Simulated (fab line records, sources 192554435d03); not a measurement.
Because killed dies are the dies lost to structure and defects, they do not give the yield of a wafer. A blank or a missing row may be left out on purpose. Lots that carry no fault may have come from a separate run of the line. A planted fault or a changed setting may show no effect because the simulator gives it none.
Split-lot experiment + flow n5-finfet + on a route of 1938 steps: 7 lots, 21 wafers read

== THE SPLIT ==
At N5_BEOL_M2_ILD_DEP_00 (deposits SiOC from DEMS/O2, target thk 79 nm, time 15.3 s), the setting time-s was moved away from the recipe's 15.3 s on 5 of the 21 wafers read, by +7.1% to +14.5%. All remaining wafers had this setting at the recipe value.

Between the split and the reading, the file records no step.

== THE READING ==
M2_ILD_THK at N5_BEOL_M2_THK_MEAS_01, in nm. A value of 79.0 nm with a standard deviation of 1.1 nm is what fault-free wafers of this fab line usually give.

| wafer  | tool, chamber at the split | time-s as run, s | against the recipe | M2_ILD_THK, nm | against lot-mates on the recipe |
|--------|----------------------------|------------------|--------------------|----------------|---------------------------------|
| L078.1 | pecvd-04, 2                | 16.97            | +10.9%             | 87.7           | +7.9                            |
| L078.3 | pecvd-04, 1                | 15.3             | recipe             | 78.9           | -                               |
| L078.5 | pecvd-04, 0                | 15.3             | recipe             | 80.8           | -                               |
| L079.3 | pecvd-01, 0                | 15.3             | recipe             | 79.1           | -                               |
| L079.4 | pecvd-01, 1                | 15.3             | recipe             | 80.3           | -                               |
| L079.6 | pecvd-01, 2                | 15.3             | recipe             | 78.7           | -                               |
| L081.3 | pecvd-03, 0                | 17.52            | +14.5%             | 89.0           | +10.5                           |
| L081.4 | pecvd-03, 1                | 15.3             | recipe             | 77.9           | -                               |
| L081.6 | pecvd-03, 2                | 15.3             | recipe             | 79.0           | -                               |
| L085.1 | pecvd-01, 0                | 15.3             | recipe             | 78.3           | -                               |
| L085.2 | pecvd-01, 1                | 15.3             | recipe             | 77.6           | -                               |
| L085.3 | pecvd-01, 2                | 15.3             | recipe             | 77.1           | -                               |
| L089.1 | pecvd-01, 1                | 15.3             | recipe             | 79.4           | -                               |
| L089.3 | pecvd-01, 2                | 15.3             | recipe             | 78.4           | -                               |
| L089.4 | pecvd-01, 2                | 15.3             | recipe             | 78.7           | -                               |
| L092.2 | pecvd-01, 0                | 15.3             | recipe             | 78.7           | -                               |
| L092.3 | pecvd-01, 0                | 16.38            | +7.1%              | 85.4           | +6.7                            |
| L092.5 | pecvd-01, 1                | 16.38            | +7.1%              | 86.0           | +7.3                            |
| L093.1 | pecvd-04, 2                | 15.3             | recipe             | 78.2           | -                               |
| L093.4 | pecvd-04, 1                | 15.3             | recipe             | 79.2           | -                               |
| L093.6 | pecvd-04, 0                | 16.76            | +9.5%              | 87.1           | +8.4                            |

FIT RESULTS
A straight line over all 21 wafers: M2_ILD_THK changes by +0.805 nm for each +1% of time-s; r = +0.97; the points scatter about the line by 0.99 nm.
The same after taking each lot's own level away (the mean of its wafers on the recipe; 21 wafers): +0.795 nm for each +1%; r = +0.98; scatter 0.79 nm.
Per that fit: largest time-s move, reading shift of 12 nm.
From 77.67 to 79.85 nm: that is the span of the lots' own levels, equal to 2.0 times the standard deviation above.
The two slopes agree, so the slope changes little with the lot-to-lot level.
Check: for one of the wafers moved furthest among these (+14.5%), held out of the fit, the line's prediction against its lot-mates is +12.4 nm. It came out at +10.5 nm against them.

== FURTHER SPLITS ON THESE WAFERS ==
These wafers also went through other splits before the reading. Each is held against what the fit with the lots' levels taken away leaves over:
| other split on the same wafers            | wafers away from the commonest value | r with M2_ILD_THK (lot level and that fit taken away) |
|-------------------------------------------|--------------------------------------|-------------------------------------------------------|
| N5_BEOL_M0_TRENCH_ETCH_107 target-depth-a | 6                                    | +0.25                                                 |
| N5_BEOL_M1_HM_DEP_02 target-thk-a         | 7                                    | -0.26                                                 |
| N5_BEOL_M1_COAT_61 spin-rpm               | 9                                    | -0.16                                                 |

== THE WHOLE CHAIN: every reading that the file lists as answering this split, in the file's order ==
| step                   | what it does                                              | reading                                                                            | change (the file's fit)               | r (the file's) |
|------------------------|-----------------------------------------------------------|------------------------------------------------------------------------------------|---------------------------------------|----------------|
| N5_BEOL_M2_ILD_DEP_00  | deposits SiOC from DEMS/O2, target thk 79 nm, time 15.3 s | SiOC_of_BEOL_M2_ILD_DEP_00.thk-nm (the simulator's own value, which no gauge read) | +0.784 nm for each +1% of the setting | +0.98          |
| N5_BEOL_M2_THK_MEAS_01 |                                                           | M2_ILD_THK                                                                         | +0.782 for each +1% of the setting    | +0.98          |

== FILE'S OWN FIT ==
M2_ILD_THK changes by +0.782 nm for each +1% of time-s, r = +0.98.
